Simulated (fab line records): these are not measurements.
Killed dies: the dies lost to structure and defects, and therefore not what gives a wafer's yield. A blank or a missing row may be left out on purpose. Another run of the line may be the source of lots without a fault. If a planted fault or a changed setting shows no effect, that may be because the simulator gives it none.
Split-lot trial | flow n5 finfet | 21 wafers read from 7 lots, route of 1938 steps

SPLIT DETAILS
At N5_BEOL_M15_TRENCH_ETCH_34 (etches SiO2 in C4F8/O2/Ar, target depth 872.93 nm, time 199 s), the setting time s was moved away from the recipe's 199 s on 6 of the 21 wafers read, by -21.3% to -7.5%. All remaining wafers had this setting at the recipe value.

FROM THE SPLIT TO THE READING: what the file shows between them, 3 steps
- N5_BEOL_M15_STRIP_36: strips in O2
- N5_BEOL_M15_PRE_CLEAN_52: time 15 s
- N5_BEOL_M15_DEP_53: deposits SiCN from 3MS/NH3, target thk 50 nm, time 17.8 s

THE READING
At N5_BEOL_M15_RS_MEAS_54, a four-point-probe measurement gives M15_RS in ohm/sq. Fault-free wafers of this fab line usually give 0.0214 ohm/sq, standard deviation 0.00051 ohm/sq.

wafer  | tool, chamber at the split | time s as run, s | against the recipe | M15_RS, ohm/sq | against lot-mates on the recipe
L075.2 | rie diel-01, 3             | 199              | recipe             | 0.0205         | -
L075.3 | rie diel-01, 1             | 199              | recipe             | 0.0225         | -
L075.6 | rie diel-01, 2             | 199              | recipe             | 0.0217         | -
L079.2 | rie diel-01, 0             | 184              | -7.5%              | 0.0228         | no lot-mate on the recipe
L079.5 | rie diel-01, 1             | 184              | -7.5%              | 0.0243         | no lot-mate on the recipe
L079.6 | rie diel-01, 0             | 184              | -7.5%              | 0.0227         | no lot-mate on the recipe
L078.2 | rie diel-01, 2             | 199              | recipe             | 0.0220         | -
L078.3 | rie diel-01, 0             | 174.9            | -12.1%             | 0.0239         | +0.0027
L078.6 | rie diel-01, 3             | 199              | recipe             | 0.0204         | -
L083.1 | rie diel-01, 0             | 199              | recipe             | 0.0207         | -
L083.4 | rie diel-01, 2             | 199              | recipe             | 0.0218         | -
L083.6 | rie diel-01, 1             | 199              | recipe             | 0.0222         | -
L082.1 | rie diel-03, 0             | 199              | recipe             | 0.0218         | -
L082.5 | rie diel-03, 1             | 199              | recipe             | 0.0216         | -
L082.6 | rie diel-03, 2             | 199              | recipe             | 0.0215         | -
L088.2 | rie diel-03, 3             | 156.7            | -21.3%             | 0.0273         | +0.0059
L088.5 | rie diel-03, 2             | 156.7            | -21.3%             | 0.0273         | +0.0059
L088.6 | rie diel-03, 3             | 199              | recipe             | 0.0214         | -
L087.1 | rie diel-01, 0             | 199              | recipe             | 0.0211         | -
L087.4 | rie diel-01, 1             | 199              | recipe             | 0.0226         | -
L087.5 | rie diel-01, 3             | 199              | recipe             | 0.0210         | -

FIT RESULTS
A straight line over all 21 wafers: M15_RS changes by -0.00026 ohm/sq for each +1% of time s; r = -0.94; the points scatter about the line by 0.00068 ohm/sq.
The same after taking each lot's own level away (the mean of its wafers on the recipe; 18 wafers): -0.000271 ohm/sq for each +1%; r = -0.95; scatter 0.00064 ohm/sq.
The reading moves by 0.0058 ohm/sq for the largest change in time s, on that fit.
The span of the lots' own levels, 0.02120 to 0.02163 ohm/sq, comes to 0.8 times the standard deviation stated above.
The two slopes agree, so the slope changes little with the lot-to-lot level.
Check: +0.00562 ohm/sq against its lot-mates is what the line predicts for one of the wafers moved furthest among these (-21.3%) when that wafer is left out of the fit. Against them it came out at +0.0059 ohm/sq.

FURTHER SPLITS ON THESE WAFERS
These wafers also went through other splits before the reading. Each is held against what the fit with the lots' levels taken away leaves over:
other split on the same wafers | wafers away from the commonest value | r with M15_RS (lot level and that fit taken away)
N5_BEOL_M14_EXPOSE_07 dose mj  | 9                                    | -0.07
N5_BEOL_M15_PEB_26 peb temp c  | 5                                    | +0.13

FILE'S OWN FIT
M15_RS changes by -0.000262 ohm/sq for each +1% of time s, r = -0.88.
